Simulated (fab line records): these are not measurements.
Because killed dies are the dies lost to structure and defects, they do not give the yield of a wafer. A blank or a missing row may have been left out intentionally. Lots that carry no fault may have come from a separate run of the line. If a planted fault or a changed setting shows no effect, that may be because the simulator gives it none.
fab line records	flow n5-finfet
record lots=12	wafers=35	last-day=17
route steps=1938 shown ZERO_LAYER@15 WELL_APT@55 PMOS_HMC_CHANNEL_EPI@65 PASSIVATION@1936
lots with no fault: from the same line, run without faults
start-h: the number of hours between the record's first day and the start of the first shown wafer of the lot	wait-h: hours since the lot's step before	" the same as in the row above	L1.1+2: a row that stands for several wafers	- no value present, or no start provided	* or withheld: withheld	< > ~ a bound
route shown NAME@n: a module of which the file shows steps, and the number in the route of the first	usual: mean/standard deviation taken from wafers without a fault	same: alike in all rows	chamber/n: place in a boat	sites: the reading at each site	_std_site: standard deviation of those values	_edge_site: inner sites' mean taken away from outer sites' mean	radius-mm: how far each site lies from the wafer's centre	mask NAME#n: copy n	behind: tool/chamber where the wafer was last shaped	hold: what put the lot on hold/how long, in hours/how the hold closed	device: transistor that didn't switch, given as n, p or np	end of line: the same wafers' tests at the end of the route	a step without rows: its recipe alone	killed: dies that structure and defects cost at the first sort, which is not the same as the wafer's yield	map: a wafer's dies, marking killed ones x, the rest . and places with no die _
set.NAME: the run value of the setting; set.NAME@STEP: its run value at that earlier step	model.NAME: the simulator's own value behind a step, which no gauge read
the route's steps for a sample of lots (tables are steps, rows are wafers)
services: when a tool's chamber went out of use (start-h, in hours from the record's first day, below 0 if earlier), for how many hours, and the reason
## steps
# step N5_ZERO_LAYER_ETCH_17
# recipe chemistry=CF4	target=SiO2	target-depth-a=120	time-s=13.3	ion-energy-ev=350	pressure-mtorr=40	source-w=450	bias-w=215	Ar_flow_sccm=100	cf4-flow-sccm=100
# usual drypump-motor-current-A=5.75/0.26	oes-product-au=0.79/0.092	rf-vpp-V=948/4	showerhead-plenum-p-Torr=2.14/0.062	throttle-valve-pct=15.71/0.22
lot.wafer	tool	chamber	start-h	wait-h	drypump-motor-current-A	oes-product-au	rf-hours-counter-h	rf-vpp-V	showerhead-plenum-p-Torr	throttle-valve-pct
L885.1	rie-diel-05	0	12.74	0.0	5.82	0.83	97	946	2.09	15.87
L885.2	"	1	"	"	5.75	0.78	111	951	2.15	15.31
L885.3	"	2	"	"	5.59	0.97	7	953	2.19	15.38
L886.2	rie-diel-05	0	19.27	0.0	5.84	0.83	100	945	2.09	15.87
L886.3	"	2	"	"	5.59	0.98	9	953	2.19	15.40
L886.6	"	2	"	"	5.57	0.99	-	952	2.19	15.38
L893.2	rie-diel-06	2	60.84	0.0	5.53	0.72	175	947	2.13	15.53
L893.3	"	1	"	"	5.92	0.77	134	955	2.24	15.74
L893.6	"	0	"	"	5.84	0.76	-	950	2.16	15.83
L894.3	rie-diel-05	2	66.84	0.0	5.57	0.94	24	952	2.18	15.41
L894.4	"	2	"	"	5.59	0.94	-	951	2.18	15.41
L894.5	"	1	"	"	5.71	0.77	-	950	2.15	15.36
L898.4	rie-diel-06	1	90.84	0.0	5.90	0.76	145	954	2.24	15.76
L898.5	"	0	"	"	5.83	0.75	-	949	2.16	15.86
L898.6	"	1	"	"	5.88	0.75	-	953	2.24	15.75
L900.2	rie-diel-06	0	102.73	0.0	5.82	0.76	128	950	2.16	15.88
L900.3	"	1	"	"	5.89	0.75	148	953	2.24	15.74
L900.6	"	2	"	"	5.52	0.70	-	948	2.13	15.57
L901.4	rie-diel-05	1	108.84	0.0	5.72	0.75	138	948	2.14	15.37
L901.5	"	2	"	"	5.58	0.91	-	952	2.18	15.46
L901.6	"	1	"	"	5.71	0.74	-	949	2.14	15.37
L903.1	rie-diel-06	2	120.71	0.0	5.50	0.71	192	948	2.13	15.58
L903.2	"	0	"	"	5.84	0.75	134	948	2.16	15.88
L904.1	rie-diel-06	3	127.05	0.0	5.75	0.94	23	950	2.18	15.70
L904.3	"	2	"	"	5.51	0.70	193	948	2.12	15.58
L904.4	"	0	"	"	5.82	0.75	135	950	2.16	15.88
L905.4	rie-diel-06	1	132.71	0.0	5.91	0.74	156	953	2.23	15.77
L905.5	"	1	"	"	5.89	0.75	-	955	2.23	15.78
L905.6	"	0	"	"	5.84	0.75	-	949	2.16	15.89
L906.2	rie-diel-03	0	138.73	0.0	5.37	0.72	183	949	2.13	15.77
L906.3	"	1	"	"	6.21	0.74	175	942	2.06	15.88
L906.5	"	0	"	"	5.40	0.72	-	950	2.13	15.77
L908.3	rie-diel-05	0	150.74	0.0	5.85	0.79	134	943	2.08	15.94
L908.4	"	0	"	"	5.87	0.79	-	943	2.08	15.93
L908.6	"	1	"	"	5.75	0.74	-	948	2.14	15.39
# step N5_ZERO_LAYER_STRIP_24
# recipe chemistry=O2	power-w=1000	temp-c=250	overash-fraction=0.3	pressure-mtorr=1000	o2-flow-sccm=6750
# usual chamber-pressure-mTorr=1000.1/0.77	drypump-motor-current-A=5.46/0.13	heater-power-w=344/44	oes-product-au=0.647/0.0044	overash-fraction=0.3/0	strip-time-to-endpoint-s=43.84/0.085
lot.wafer	tool	chamber	start-h	wait-h	chamber-pressure-mTorr	drypump-motor-current-A	heater-power-w	oes-product-au	overash-fraction	rf-hours-counter-h	strip-time-to-endpoint-s
L885.1	plasma-asher-01	0	12.92	0.1	1000.0	5.35	319	0.645	0.3	76	43.89
L885.2	"	1	"	"	999.6	5.64	316	0.648	0.3	76	44.08
L885.3	"	1	"	"	999.8	5.63	312	0.652	0.3	-	43.88
L886.2	plasma-asher-01	1	19.48	0.1	1001.6	5.65	327	0.646	0.3	77	44.00
L886.3	"	0	"	"	1000.3	5.38	321	0.655	0.3	-	44.02
L886.6	"	0	"	"	999.1	5.37	321	0.640	0.3	-	43.96
L893.2	plasma-asher-02	1	61.02	0.1	1001.2	5.35	329	0.648	0.3	35	43.83
L893.3	"	1	"	"	1001.1	5.32	332	0.647	0.3	-	43.79
L893.6	"	0	"	"	1000.9	5.49	438	0.647	0.3	-	43.73
L894.3	plasma-asher-02	0	67.04	0.1	999.9	5.52	419	0.641	0.3	-	43.86
L894.4	"	1	"	"	1000.3	5.34	331	0.647	0.3	-	43.66
L894.5	"	0	"	"	1001.8	5.49	420	0.646	0.3	-	43.80
L898.4	plasma-asher-02	0	91.04	0.1	999.8	5.51	440	0.642	0.3	-	43.96
L898.5	"	1	"	"	1000.5	5.30	327	0.644	0.3	-	43.90
L898.6	"	0	"	"	999.7	5.51	440	0.639	0.3	-	44.04
L900.2	plasma-asher-01	0	102.91	0.1	-	-	-	-	-	-	-
L900.3	"	0	"	"	-	-	-	-	-	-	-
L900.6	"	0	"	"	-	-	-	-	-	-	-
L901.4	plasma-asher-01	0	109.04	0.1	-	-	-	-	-	-	-
L901.5	"	1	"	"	-	-	-	-	-	-	-
L901.6	"	0	"	"	-	-	-	-	-	-	-
L903.1	plasma-asher-01	1	120.89	0.1	1000.0	5.63	322	0.644	0.3	97	43.80
L903.2	"	0	"	"	1000.3	5.35	325	0.643	0.3	97	43.79
L904.1	plasma-asher-01	1	127.28	0.1	998.8	5.62	323	0.646	0.3	99	43.81
L904.3	"	1	"	"	1000.5	5.61	324	0.647	0.3	-	43.76
L904.4	"	0	"	"	1001.2	5.34	319	0.648	0.3	-	43.71
L905.4	plasma-asher-01	0	132.91	0.1	1000.2	5.33	319	0.646	0.3	-	43.96
L905.5	"	0	"	"	999.9	5.35	314	0.647	0.3	-	43.92
L905.6	"	1	"	"	1000.5	5.62	321	0.640	0.3	-	43.95
L906.2	plasma-asher-01	0	138.90	0.1	1001.3	5.36	325	0.648	0.3	102	43.82
L906.3	"	0	"	"	1000.2	5.32	310	0.648	0.3	-	43.69
L906.5	"	1	"	"	998.9	5.62	323	0.644	0.3	-	43.78
L908.3	plasma-asher-01	0	150.94	0.1	1000.2	5.38	319	0.657	0.3	-	43.77
L908.4	"	1	"	"	999.7	5.62	320	0.646	0.3	-	43.67
L908.6	"	1	"	"	1000.7	5.62	322	0.643	0.3	-	43.79
# step N5_WELL_APT_EPI_41
# recipe material=Si	target-thk-a=500	temp-c=650	precursor=SiH4/H2	pressure-torr=20	time-s=297.7
# usual throttle-valve-pct=11.2/0.5
lot.wafer	tool	chamber	start-h	wait-h	throttle-valve-pct
L885.1	epi-rpcvd-01	0	16.06	0.0	11.4
L885.2	"	0	"	"	11.5
L885.3	"	0	"	"	11.7
L886.2	epi-rpcvd-01	0	22.62	0.1	11.7
L886.3	"	0	"	"	11.6
L886.6	"	0	"	"	11.5
L893.2	epi-rpcvd-02	0	64.12	0.1	10.6
L893.3	"	0	"	"	10.7
L893.6	"	0	"	"	11.1
L894.3	epi-rpcvd-02	0	70.74	0.2	11.0
L894.4	"	0	"	"	10.7
L894.5	"	0	"	"	11.1
L898.4	epi-rpcvd-02	0	95.08	0.3	10.8
L898.5	"	0	"	"	10.7
L898.6	"	0	"	"	10.8
L900.2	epi-rpcvd-03	0	106.18	0.1	12.2
L900.3	"	0	"	"	12.1
L900.6	"	0	"	"	12.1
L901.4	epi-rpcvd-01	0	112.62	0.3	11.4
L901.5	"	0	"	"	11.6
L901.6	"	0	"	"	11.4
L903.1	epi-rpcvd-02	0	125.99	0.0	10.9
L903.2	"	0	"	"	10.8
L904.1	epi-rpcvd-01	0	130.71	0.0	11.3
L904.3	"	0	"	"	11.6
L904.4	"	0	"	"	11.5
L905.4	epi-rpcvd-02	0	136.44	0.4	10.5
L905.5	"	0	"	"	10.7
L905.6	"	0	"	"	10.6
L906.2	epi-rpcvd-03	0	141.95	0.2	11.9
L906.3	"	0	"	"	12.0
L906.5	"	0	"	"	12.0
L908.3	epi-rpcvd-02	0	154.23	0.3	10.5
L908.4	"	0	"	"	10.8
L908.6	"	0	"	"	10.9
# step N5_PMOS_HMC_CHANNEL_EPI_CD_MEAS_09
# recipe target-cd-nm=237.4	landing-energy-ev=500	detector=se-inlens
# usual cd-nm=237.8/0.93
lot.wafer	tool	chamber	start-h	wait-h	cd-nm
L885.1	cd-sem-01	0	17.01	-	237.1
L885.2	"	0	"	"	237.4
L885.3	"	0	"	"	238.1
L886.2	cd-sem-02	0	23.49	-	238.0
L886.3	"	0	"	"	239.2
L886.6	"	0	"	"	238.5
L893.2	cd-sem-01	0	65.09	-	239.3
L893.3	"	0	"	"	239.0
L893.6	"	0	"	"	239.5
L894.3	cd-sem-01	0	71.62	-	238.1
L894.4	"	0	"	"	238.1
L894.5	"	0	"	"	237.1
L898.4	cd-sem-01	0	95.86	-	238.1
L898.5	"	0	"	"	238.4
L898.6	"	0	"	"	237.4
L900.2	cd-sem-01	0	107.04	-	237.4
L900.3	"	0	"	"	237.0
L900.6	"	0	"	"	237.7
L901.4	cd-sem-01	0	113.40	-	238.3
L901.5	"	0	"	"	237.9
L901.6	"	0	"	"	237.7
L903.1	cd-sem-03	0	127.27	-	238.1
L903.2	"	0	"	"	239.5
L904.1	cd-sem-03	0	131.67	-	238.4
L904.3	"	0	"	"	238.5
L904.4	"	0	"	"	238.4
L905.4	cd-sem-02	0	137.21	-	238.9
L905.5	"	0	"	"	237.7
L905.6	"	0	"	"	237.7
L906.2	cd-sem-02	0	143.09	-	238.6
L906.3	"	0	"	"	239.1
L906.5	"	0	"	"	237.8
L908.3	cd-sem-02	0	155.24	-	237.5
L908.4	"	0	"	"	236.3
L908.6	"	0	"	"	236.7
# step N5_PASSIVATION_PROBE_49
# usual killed_at_M0_to_M3=33/9.1	killed_at_M4_up=14/5.6	killed-at-contacts=13/5.7	killed-at-front-end=42/12	killed-at-other=4/3	killed-dies=105/16	killed-open=69/11	killed-short=34/7.5
# same gross-dies=1180	killed-at-back-side=0
lot.wafer	tool	chamber	start-h	wait-h	killed_at_M0_to_M3	killed_at_M4_up	killed-at-contacts	killed-at-front-end	killed-at-other	killed-dies	killed-open	killed-short
L885.1	prober-02	-	262.73	0.0	28	19	11	54	2	114	73	37
L885.2	prober-02	-	262.78	0.1	28	24	12	33	2	99	66	28
L885.3	prober-02	-	262.83	0.1	29	13	6	51	1	100	66	33
L886.2	prober-02	-	263.52	0.1	22	12	19	48	4	105	65	35
L886.3	prober-02	-	263.57	0.1	27	6	17	48	5	103	62	40
L886.6	prober-02	-	263.72	0.3	25	9	14	30	5	83	54	29
L893.2	prober-02	-	309.78	0.1	36	10	15	28	2	91	65	26
L893.3	prober-02	-	309.83	0.1	41	13	16	53	1	124	72	51
L893.6	prober-02	-	309.98	0.3	45	3	13	41	4	106	63	42
L894.3	prober-02	-	310.98	0.1	52	15	13	20	5	105	68	36
L894.4	prober-02	-	311.03	0.2	29	12	11	37	4	93	51	39
L894.5	prober-02	-	311.08	0.2	27	12	11	23	0	73	53	20
L898.4	prober-02	-	341.60	0.2	28	14	14	51	3	110	71	39
L898.5	prober-02	-	341.65	0.2	26	8	10	35	3	82	51	31
L898.6	prober-02	-	341.70	0.3	30	11	7	45	0	93	61	25
L900.2	prober-02	-	346.04	0.1	27	26	3	51	1	108	77	30
L900.3	prober-02	-	346.09	0.1	38	13	15	31	1	98	66	31
L900.6	prober-02	-	346.24	0.3	27	20	10	35	0	92	69	21
L901.4	prober-02	-	362.59	0.2	27	8	11	56	2	104	64	40
L901.5	prober-02	-	362.64	0.2	36	26	11	47	5	125	81	44
L901.6	prober-02	-	362.69	0.3	49	16	18	40	5	128	90	38
L903.1	prober-01	-	378.24	0.0	33	18	3	46	8	108	72	36
L903.2	prober-01	-	378.29	0.1	40	17	11	46	5	119	78	39
L904.1	prober-02	-	378.85	0.0	33	6	10	62	2	113	83	26
L904.3	prober-02	-	378.95	0.1	53	11	17	38	3	122	91	27
L904.4	prober-02	-	379.00	0.2	48	9	7	44	0	108	74	33
L905.4	prober-01	-	382.69	0.2	25	21	8	47	2	103	59	42
L905.5	prober-01	-	382.74	0.2	30	16	11	50	0	107	62	42
L905.6	prober-01	-	382.79	0.3	45	14	15	41	1	116	73	38
L906.2	prober-02	-	390.10	0.1	29	18	7	46	2	102	66	36
L906.3	prober-02	-	390.15	0.1	41	6	10	31	1	89	51	37
L906.5	prober-02	-	390.25	0.2	37	11	9	48	5	110	65	44
L908.3	prober-01	-	410.74	0.1	23	13	17	65	10	128	79	42
L908.4	prober-01	-	410.79	0.2	31	8	17	48	6	110	67	39
L908.6	prober-01	-	410.89	0.3	31	9	12	50	4	106	65	37
# killed by level:class
L885.1 FIN_SAQP:geometric-particle:open=15 STI_FIN_REVEAL:geometric-particle:open=13 BEOL_M3:geometric-particle:open=10 FIN_SAQP:geometric-particle:short=8 MOL_CONTACT_COAG:geometric-particle:open=7 BEOL_M4:geometric-particle:open=5 BEOL_M0_SAQP:geometric-particle:open=5 MOL_CONTACT_COAG:geometric-particle:short=4
L885.2 BEOL_M4:geometric-particle:open=15 FIN_SAQP:geometric-particle:open=10 BEOL_M3:geometric-particle:open=10 FIN_SAQP:geometric-particle:short=8 MOL_CONTACT_COAG:geometric-particle:open=8 GATE_CUT:geometric-particle:short=5 BEOL_M2:geometric-particle:open=5 MOL_CONTACT_COAG:geometric-particle:short=4
L885.3 FIN_SAQP:geometric-particle:short=14 BEOL_M3:geometric-particle:open=13 FIN_SAQP:geometric-particle:open=11 BEOL_M4:geometric-particle:open=8 BEOL_M2:geometric-particle:open=7 MOL_CONTACT_COAG:geometric-particle:open=5 STI_FIN_REVEAL:geometric-particle:open=5 GATE_CUT:geometric-particle:short=5
L886.2 FIN_SAQP:geometric-particle:open=15 MOL_CONTACT_COAG:geometric-particle:open=15 FIN_SAQP:geometric-particle:short=9 BEOL_M0_SAQP:geometric-particle:short=6 STI_FIN_REVEAL:geometric-particle:open=5 BEOL_M0_SAQP:geometric-particle:open=4 BEOL_M1:geometric-particle:open=4 STI_FIN_REVEAL:geometric-particle:short=3
L886.3 MOL_CONTACT_COAG:geometric-particle:open=13 FIN_SAQP:geometric-particle:open=11 BEOL_M0_SAQP:geometric-particle:open=11 GATE_CUT:geometric-particle:short=10 FIN_SAQP:geometric-particle:short=8 BEOL_M0_SAQP:geometric-particle:short=6 GATE_CUT:geometric-particle:open=5 STI_FIN_REVEAL:geometric-particle:open=5
L886.6 MOL_CONTACT_COAG:geometric-particle:open=13 FIN_SAQP:geometric-particle:open=8 BEOL_M0_SAQP:geometric-particle:open=7 FIN_SAQP:geometric-particle:short=5 GATE_CUT:geometric-particle:short=5 BEOL_M0_SAQP:geometric-particle:short=4 BEOL_M2:geometric-particle:short=4 BEOL_M2:geometric-particle:open=4
L893.2 MOL_CONTACT_COAG:geometric-particle:open=11 FIN_SAQP:geometric-particle:open=8 BEOL_M2:geometric-particle:open=7 STI_FIN_REVEAL:geometric-particle:open=6 BEOL_M1:geometric-particle:open=6 BEOL_M0_SAQP:geometric-particle:short=6 BEOL_M0_SAQP:geometric-particle:open=5 BEOL_M3:geometric-particle:open=5
L893.3 STI_FIN_REVEAL:geometric-particle:open=10 FIN_SAQP:geometric-particle:short=9 BEOL_M1:geometric-particle:open=9 MOL_CONTACT_COAG:geometric-particle:open=9 FIN_SAQP:geometric-particle:open=7 MOL_CONTACT_COAG:geometric-particle:short=7 DUMMY_GATE:geometric-particle:open=6 BEOL_M1:geometric-particle:short=6
L893.6 FIN_SAQP:geometric-particle:short=13 FIN_SAQP:geometric-particle:open=11 BEOL_M1:geometric-particle:open=11 BEOL_M0_SAQP:geometric-particle:short=10 BEOL_M3:geometric-particle:open=10 MOL_CONTACT_COAG:geometric-particle:open=9 BEOL_M0_SAQP:geometric-particle:open=4 BEOL_M2:geometric-particle:short=4
L894.3 BEOL_M2:geometric-particle:open=20 MOL_CONTACT_COAG:geometric-particle:open=12 BEOL_M2:geometric-particle:short=7 BEOL_M3:geometric-particle:open=7 GATE_CUT:geometric-particle:short=6 BEOL_M1:geometric-particle:short=5 BEOL_M0_SAQP:geometric-particle:short=4 BEOL_M1:geometric-particle:open=4
L894.4 MOL_CONTACT_COAG:geometric-particle:open=10 STARTING-WAFER:geometric-particle:short=8 BEOL_M3:geometric-particle:open=7 BEOL_M2:geometric-particle:open=6 GATE_CUT:geometric-particle:short=5 BEOL_M0:geometric-particle:open=5 BEOL_M4:geometric-particle:open=5 BEOL_M4:geometric-particle:short=4
L894.5 MOL_CONTACT_COAG:geometric-particle:open=8 BEOL_M4:geometric-particle:open=8 FIN_SAQP:geometric-particle:open=5 BEOL_M0_SAQP:geometric-particle:open=5 BEOL_M3:geometric-particle:open=5 BEOL_M1:geometric-particle:open=4 BEOL_M2:geometric-particle:open=4 BEOL_M3:geometric-particle:short=4
L898.4 MOL_CONTACT_COAG:geometric-particle:open=13 DUMMY_GATE:geometric-particle:open=9 FIN_SAQP:geometric-particle:short=8 STI_FIN_REVEAL:geometric-particle:open=6 BEOL_M0_SAQP:geometric-particle:short=6 BEOL_M1:geometric-particle:open=6 BEOL_M3:geometric-particle:open=6 FIN_SAQP:geometric-particle:open=5
L898.5 MOL_CONTACT_COAG:geometric-particle:open=8 DUMMY_GATE:geometric-particle:open=6 BEOL_M0_SAQP:geometric-particle:short=6 STI_FIN_REVEAL:geometric-particle:open=5 GATE_CUT:geometric-particle:short=5 BEOL_M0_SAQP:geometric-particle:open=5 BEOL_M2:geometric-particle:open=4 BEOL_M3:geometric-particle:open=4
L898.6 BEOL_M3:geometric-particle:open=12 GATE_CUT:geometric-particle:short=8 DUMMY_GATE:geometric-particle:open=6 MOL_CONTACT_COAG:geometric-particle:open=6 BEOL_M2:geometric-particle:open=6 HKMG_FIN:area-etch=6 FIN_SAQP:geometric-particle:open=5 FIN_SAQP:geometric-particle:short=5
L900.2 STI_FIN_REVEAL:geometric-particle:open=18 BEOL_M2:geometric-particle:open=10 BEOL_M4:geometric-particle:open=10 FIN_SAQP:geometric-particle:short=6 FIN_SAQP:geometric-particle:open=6 GATE_CUT:geometric-particle:short=6 BEOL_M0_SAQP:geometric-particle:short=5 BEOL_M0_SAQP:geometric-particle:open=5
L900.3 MOL_CONTACT_COAG:geometric-particle:open=12 BEOL_M0_SAQP:geometric-particle:short=10 BEOL_M0_SAQP:geometric-particle:open=8 GATE_CUT:geometric-particle:short=5 BEOL_M1:geometric-particle:open=5 BEOL_M6:geometric-particle:open=5 FIN_SAQP:geometric-particle:short=4 STI_FIN_REVEAL:geometric-particle:open=4
L900.6 STI_FIN_REVEAL:geometric-particle:open=20 MOL_CONTACT_COAG:geometric-particle:open=9 BEOL_M4:geometric-particle:open=8 BEOL_M3:geometric-particle:open=5 BEOL_M0_SAQP:geometric-particle:open=5 BEOL_M5:geometric-particle:open=5 STI_FIN_REVEAL:geometric-particle:short=4 BEOL_M0:geometric-particle:open=4
L901.4 FIN_SAQP:geometric-particle:open=12 FIN_SAQP:geometric-particle:short=12 MOL_CONTACT_COAG:geometric-particle:open=9 DUMMY_GATE:geometric-particle:open=6 BEOL_M1:geometric-particle:open=6 STI_FIN_REVEAL:geometric-particle:open=5 BEOL_M0_SAQP:geometric-particle:open=4 STARTING-WAFER:geometric-particle:open=4
L901.5 BEOL_M4:geometric-particle:open=16 BEOL_M1:geometric-particle:open=9 MOL_CONTACT_COAG:geometric-particle:open=7 BEOL_M0_SAQP:geometric-particle:short=7 BEOL_M2:geometric-particle:open=7 FIN_SAQP:geometric-particle:short=6 BEOL_M3:geometric-particle:open=6 STI_FIN_REVEAL:geometric-particle:open=5
L901.6 BEOL_M2:geometric-particle:open=19 MOL_CONTACT_COAG:geometric-particle:open=14 BEOL_M4:geometric-particle:open=10 GATE_CUT:geometric-particle:short=8 BEOL_M0_SAQP:geometric-particle:open=8 BEOL_M3:geometric-particle:open=8 FIN_SAQP:geometric-particle:open=6 BEOL_M2:geometric-particle:short=6
L903.1 STI_FIN_REVEAL:geometric-particle:open=12 BEOL_M0_SAQP:geometric-particle:short=12 BEOL_M0_SAQP:geometric-particle:open=11 BEOL_M4:geometric-particle:open=10 FIN_SAQP:geometric-particle:short=9 FIN_SAQP:geometric-particle:open=6 BEOL_M3:geometric-particle:open=5 PASS1_CAP:geometric-particle:open=4
L903.2 BEOL_M4:geometric-particle:open=13 STI_FIN_REVEAL:geometric-particle:open=10 BEOL_M3:geometric-particle:open=10 FIN_SAQP:geometric-particle:short=9 FIN_SAQP:geometric-particle:open=9 MOL_CONTACT_COAG:geometric-particle:open=9 BEOL_M0_SAQP:geometric-particle:short=8 BEOL_M0_SAQP:geometric-particle:open=7
L904.1 BEOL_M2:geometric-particle:open=20 FIN_SAQP:geometric-particle:open=18 FIN_SAQP:geometric-particle:short=10 MOL_CONTACT_COAG:geometric-particle:open=10 DUMMY_GATE:geometric-particle:open=9 STI_FIN_REVEAL:geometric-particle:open=5 GATE_CUT:geometric-particle:open=4 BEOL_M0_SAQP:geometric-particle:open=4
L904.3 BEOL_M2:geometric-particle:open=20 BEOL_M3:geometric-particle:open=19 FIN_SAQP:geometric-particle:open=16 MOL_CONTACT_COAG:geometric-particle:open=13 FIN_SAQP:geometric-particle:short=8 MOL_CONTACT_COAG:geometric-particle:short=4 BEOL_M3:geometric-particle:short=4 BEOL_M4:geometric-particle:open=4
L904.4 BEOL_M2:geometric-particle:open=21 FIN_SAQP:geometric-particle:open=11 FIN_SAQP:geometric-particle:short=8 BEOL_M3:geometric-particle:open=8 BEOL_M0_SAQP:geometric-particle:short=6 STI_FIN_REVEAL:geometric-particle:open=6 BEOL_M2:geometric-particle:short=6 DUMMY_GATE:geometric-particle:open=5
L905.4 STI_FIN_REVEAL:geometric-particle:open=12 BEOL_M4:geometric-particle:open=10 FIN_SAQP:geometric-particle:short=9 MOL_CONTACT_COAG:geometric-particle:open=7 BEOL_M3:geometric-particle:open=7 FIN_SAQP:geometric-particle:open=5 ILD0:geometric-particle:short=5 GATE_CUT:geometric-particle:short=5
L905.5 FIN_SAQP:geometric-particle:short=9 STI_FIN_REVEAL:geometric-particle:open=9 MOL_CONTACT_COAG:geometric-particle:open=8 BEOL_M4:geometric-particle:short=7 STARTING-WAFER:geometric-particle:open=7 BEOL_M0_SAQP:geometric-particle:short=6 GATE_CUT:geometric-particle:short=6 BEOL_M2:geometric-particle:open=6
L905.6 MOL_CONTACT_COAG:geometric-particle:open=13 STI_FIN_REVEAL:geometric-particle:open=12 BEOL_M0_SAQP:geometric-particle:open=12 BEOL_M0_SAQP:geometric-particle:short=11 GATE_CUT:geometric-particle:short=6 BEOL_M3:geometric-particle:open=6 FIN_SAQP:geometric-particle:open=4 DUMMY_GATE:geometric-particle:open=4
L906.2 BEOL_M1:geometric-particle:open=13 GATE_CUT:geometric-particle:short=10 BEOL_M4:geometric-particle:open=8 BEOL_M2:geometric-particle:open=7 GATE_CUT:geometric-particle:open=6 MOL_CONTACT_COAG:geometric-particle:open=6 STI_FIN_REVEAL:geometric-particle:open=5 STI_FIN_REVEAL:geometric-particle:short=5
L906.3 BEOL_M0_SAQP:geometric-particle:short=10 BEOL_M0_SAQP:geometric-particle:open=9 BEOL_M1:geometric-particle:open=8 BEOL_M3:geometric-particle:open=6 FIN_SAQP:geometric-particle:short=5 MOL_CONTACT_COAG:geometric-particle:open=5 MOL_CONTACT_COAG:geometric-particle:short=4 FIN_SAQP:geometric-particle:open=3
L906.5 FIN_SAQP:geometric-particle:short=10 MOL_CONTACT_COAG:geometric-particle:open=9 BEOL_M0_SAQP:geometric-particle:short=8 BEOL_M3:geometric-particle:open=8 FIN_SAQP:geometric-particle:open=6 ILD0:geometric-particle:open=6 GATE_CUT:geometric-particle:open=5 BEOL_M0_SAQP:geometric-particle:open=5
L908.3 STI_FIN_REVEAL:geometric-particle:open=17 FIN_SAQP:geometric-particle:short=16 FIN_SAQP:geometric-particle:open=13 MOL_CONTACT_COAG:geometric-particle:open=13 BEOL_M4:geometric-particle:open=7 MIM_TOP:geometric-particle:open=5 STI_FIN_REVEAL:geometric-particle:short=4 BEOL_M3:geometric-particle:open=4
L908.4 MOL_CONTACT_COAG:geometric-particle:open=12 FIN_SAQP:geometric-particle:open=10 FIN_SAQP:geometric-particle:short=9 STI_FIN_REVEAL:geometric-particle:open=9 BEOL_M0_SAQP:geometric-particle:open=6 BEOL_M2:geometric-particle:short=5 ILD0:geometric-particle:short=5 BEOL_M1:geometric-particle:open=5
L908.6 FIN_SAQP:geometric-particle:open=14 FIN_SAQP:geometric-particle:short=12 MOL_CONTACT_COAG:geometric-particle:open=10 BEOL_M1:geometric-particle:open=8 BEOL_M2:geometric-particle:open=6 STI_FIN_REVEAL:geometric-particle:open=5 STI_FIN_REVEAL:geometric-particle:short=4 BEOL_M4:geometric-particle:open=4
## services
tool	chamber	start-h	hours	kind
epi-rpcvd-03	-	-8.89	6.0	pm
plasma-asher-01	-	14.82	1.4	repair
rie-diel-06	-	16.29	2.8	pm
rie-diel-05	-	23.95	0.3	repair
rie-diel-03	2	25.30	3.7	repair
rie-diel-03	-	29.07	2.4	repair
rie-diel-06	3	33.66	-	clean
rie-diel-06	3	33.66	-	consumable-replace:focus-ring
rie-diel-06	3	33.66	20.0	scheduled-down
rie-diel-06	3	33.66	20.0	vent-cycle
rie-diel-03	2	33.91	5.2	repair
rie-diel-05	1	55.98	6.4	repair
rie-diel-05	0	58.55	9.7	repair
rie-diel-03	-	76.83	0.6	repair
rie-diel-06	2	78.81	9.3	repair
epi-rpcvd-01	-	80.55	14.6	pm
epi-rpcvd-01	-	95.15	2.8	pm
rie-diel-03	2	100.80	22.0	repair
rie-diel-06	1	113.13	2.7	repair
plasma-asher-02	-	124.50	8.6	repair
rie-diel-05	3	126.60	-	clean
rie-diel-05	3	126.60	-	consumable-replace:focus-ring
rie-diel-05	3	126.60	-	consumable-replace:showerhead
rie-diel-05	2	147.57	7.4	repair
## key
first-sign step=N5_ZERO_LAYER_STRIP_24	reading=tool-record	direction=missing
effect none on later readings
met-at N5_ZERO_LAYER_STRIP_24
struck-lots L900,L901
tester-left-out L900,L901
not-acting-at N5_ZERO_LAYER_ETCH_17,N5_WELL_APT_EPI_41,N5_PMOS_HMC_CHANNEL_EPI_CD_MEAS_09
onset-between 19.48 102.91
fault kind=skipped-step-whole	tool=plasma-asher-01	chamber=-	onset-h=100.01	steps=N5_ZERO_LAYER_STRIP_24	scope=struck-lots-only
# tester-left-out: of these lots the tester's yield and bins aren't shown, on N5 and GAA mostly nor the transistor test; their killed dies are dies lost to structure and defects alone, not to doping, threshold or leakage, so they don't give the yield
